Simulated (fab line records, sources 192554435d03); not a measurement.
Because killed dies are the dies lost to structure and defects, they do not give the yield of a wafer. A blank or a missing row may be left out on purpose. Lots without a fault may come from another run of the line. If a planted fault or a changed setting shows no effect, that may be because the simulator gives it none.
Split-lot study ; flow n5 finfet ; 21 wafers read across 7 lots, on a route 1938 steps long

## THE SPLIT
At N5_HKMG_FIN_PEB_10 (peb time 60 s), the setting peb time s was moved away from the recipe's 60 s on 7 of the 21 wafers read, by -22.4% to +21.0%. All remaining wafers had this setting at the recipe value.

## SPLIT TO READING: what lies between them in the file, 1 step
- N5_HKMG_FIN_DEVELOP_11: develop time 30 s

## THE READING
At N5_HKMG_FIN_CD_MEAS_12: cd nm in nanometres, against a target cd of 92.8 nm. Typical for fault-free wafers on this fab line: 92.7 nm, with standard deviation 0.5 nm.

wafer;tool, chamber at the split;peb time s as run, s;against the recipe;cd nm, nm;against lot-mates on the recipe
L078.1;litho track-02, 0;60;recipe;92.7;-
L078.3;litho track-02, 0;60;recipe;93.4;-
L078.6;litho track-02, 0;64.68;+7.8%;95.3;+2.2
L083.1;litho track-05, 0;60;recipe;92.8;-
L083.2;litho track-05, 0;60;recipe;92.6;-
L083.6;litho track-05, 0;60;recipe;93.2;-
L088.4;litho track-02, 0;46.56;-22.4%;84.0;-8.9
L088.5;litho track-02, 0;46.56;-22.4%;84.3;-8.6
L088.6;litho track-02, 0;60;recipe;92.9;-
L089.1;litho track-05, 0;72.61;+21.0%;99.3;+6.9
L089.3;litho track-05, 0;60;recipe;92.4;-
L089.5;litho track-05, 0;72.61;+21.0%;98.0;+5.6
L093.1;litho track-02, 0;60;recipe;92.8;-
L093.3;litho track-02, 0;60;recipe;92.4;-
L093.6;litho track-02, 0;60;recipe;93.3;-
L094.1;litho track-02, 0;60;recipe;92.6;-
L094.2;litho track-02, 0;60;recipe;92.1;-
L094.5;litho track-02, 0;60;recipe;93.2;-
L096.1;litho track-02, 0;55.78;-7.0%;90.2;-2.3
L096.2;litho track-02, 0;55.78;-7.0%;90.2;-2.3
L096.5;litho track-02, 0;60;recipe;92.5;-

FIT RESULTS
A straight line over all 21 wafers: cd nm changes by +0.336 nm for each +1% of peb time s; r = +0.99; the points scatter about the line by 0.6 nm.
The same after taking each lot's own level away (the mean of its wafers on the recipe; 21 wafers): +0.343 nm for each +1%; r = +0.99; scatter 0.55 nm.
According to that fit, moving peb time s by its largest amount changes the reading by 7.7 nm.
The span of the lots' own levels, 92.40 to 93.05 nm, comes to 1.3 times the standard deviation stated above.
Hence the lot-to-lot level has little effect on the slope; both slopes agree.
Check: for one of the wafers moved furthest among these (-22.4%), held out of the fit, the line's prediction against its lot-mates is -7.5 nm. It came out at -8.9 nm against them.

## THE OTHER SPLITS THESE WAFERS WENT THROUGH
Other splits were also applied to these wafers ahead of the reading. Each is held against what the fit with the lots' levels taken away leaves over:
other split on the same wafers;wafers away from the commonest value;r with cd nm (lot level and that fit taken away)
N5_SD_EPI_N_DEVELOP_08 develop time s;6;-0.10
N5_HKMG_FIN_PEB_47 peb time s;9;-0.04
N5_HKMG_FIN_ETCH_55 bias w;5;-0.10

## FILE'S OWN FIT
cd nm changes by +0.342 nm for each +1% of peb time s, r = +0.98.
